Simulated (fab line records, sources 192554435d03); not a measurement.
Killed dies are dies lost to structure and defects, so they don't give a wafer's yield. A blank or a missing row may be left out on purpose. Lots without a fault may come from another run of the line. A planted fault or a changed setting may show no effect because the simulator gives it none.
Split-lot experiment | flow n5_finfet | 7 lots, 21 wafers read, on a route of 1938 steps

THE SPLIT
At N5_SD_EPI_P_ETCH_16 (etches SiO2 in CHF3/O2, target depth 5 nm), the setting target_depth_a was moved away from the recipe's 50 angstrom on 8 of the 21 wafers read, by -11.4% to +3.8%. The other wafers ran this setting at the recipe's value.

The reading is taken at the split's own step.

THE READING
etch.depth_nm (the simulator's own value, which no gauge read), in nm, at N5_SD_EPI_P_ETCH_16 (etches SiO2 in CHF3/O2, target depth 5 nm). The file gives no usual value for it. The 13 wafers here that ran the recipe average 5.004 nm, standard deviation 0.061 nm.

wafer  | tool, chamber at the split | target_depth_a as run, angstrom | against the recipe | etch.depth_nm, nm | against lot-mates on the recipe
L080.2 | rie_diel-05, 2             | 47.86                           | -4.3%              | 4.901             | -0.121
L080.3 | rie_diel-05, 0             | 47.86                           | -4.3%              | 4.872             | -0.150
L080.6 | rie_diel-05, 3             | 50                              | recipe             | 5.022             | -
L084.1 | rie_diel-05, 2             | 50                              | recipe             | 5.068             | -
L084.4 | rie_diel-05, 1             | 45.26                           | -9.5%              | 4.614             | -0.454
L084.5 | rie_diel-05, 0             | 45.26                           | -9.5%              | 4.585             | -0.483
L086.2 | rie_diel-05, 0             | 45.08                           | -9.8%              | 4.532             | -0.539
L086.3 | rie_diel-05, 3             | 45.08                           | -9.8%              | 4.431             | -0.640
L086.5 | rie_diel-05, 2             | 50                              | recipe             | 5.071             | -
L087.4 | rie_diel-05, 0             | 50                              | recipe             | 5.054             | -
L087.5 | rie_diel-05, 3             | 50                              | recipe             | 4.907             | -
L087.6 | rie_diel-05, 2             | 51.92                           | +3.8%              | 5.253             | +0.272
L088.1 | rie_diel-05, 3             | 44.28                           | -11.4%             | 4.371             | -0.609
L088.4 | rie_diel-05, 0             | 50                              | recipe             | 5.054             | -
L088.5 | rie_diel-05, 3             | 50                              | recipe             | 4.907             | -
L091.1 | rie_diel-05, 0             | 50                              | recipe             | 5.039             | -
L091.3 | rie_diel-05, 1             | 50                              | recipe             | 5.05              | -
L091.6 | rie_diel-05, 0             | 50                              | recipe             | 5.051             | -
L096.1 | rie_diel-01, 2             | 50                              | recipe             | 4.939             | -
L096.5 | rie_diel-01, 1             | 50                              | recipe             | 4.945             | -
L096.6 | rie_diel-01, 2             | 50                              | recipe             | 4.951             | -

THE FIT
A straight line over all 21 wafers: etch.depth_nm changes by +0.0502 nm for each +1% of target_depth_a; r = +0.96; the points scatter about the line by 0.068 nm.
The same after taking each lot's own level away (the mean of its wafers on the recipe; 21 wafers): +0.0547 nm for each +1%; r = +0.98; scatter 0.055 nm.
On that fit, the largest move of target_depth_a shifts the reading by 0.63 nm.
The lots' own levels span 4.9450 to 5.0710 nm, that is 2.1 times the standard deviation above.
So the lot-to-lot level changes the slope little: the two slopes agree.
Check: with one of the wafers moved furthest among these (-11.4%) left out of the fit, the line predicts -0.613 nm for it against its lot-mates. It came out at -0.609 nm against them.

OTHER SPLITS ON THESE WAFERS
These wafers also went through other splits before the reading. Each is held against what the fit with the lots' levels taken away leaves over:
other split on the same wafers        | wafers away from the commonest value | r with etch.depth_nm (lot level and that fit taken away)
N5_WELL_APT_PEB_06 peb_time_s         | 8                                    | -0.21
N5_WELL_APT_DEVELOP_07 develop_time_s | 4                                    | -0.51
N5_FIN_SAQP_EXPOSE_13 dose_mj         | 5                                    | +0.18
N5_FIN_SAQP_DEVELOP_15 develop_time_s | 6                                    | -0.29
N5_DUMMY_GATE_COAT_28 spin_rpm        | 7                                    | +0.37
N5_DUMMY_GATE_EXPOSE_12 dose_mj       | 8                                    | +0.02
N5_SD_EPI_N_EPI_21 temp_c             | 10                                   | +0.01

THE FILE'S OWN FIT
etch.depth_nm changes by +0.0537 nm for each +1% of target_depth_a, r = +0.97.
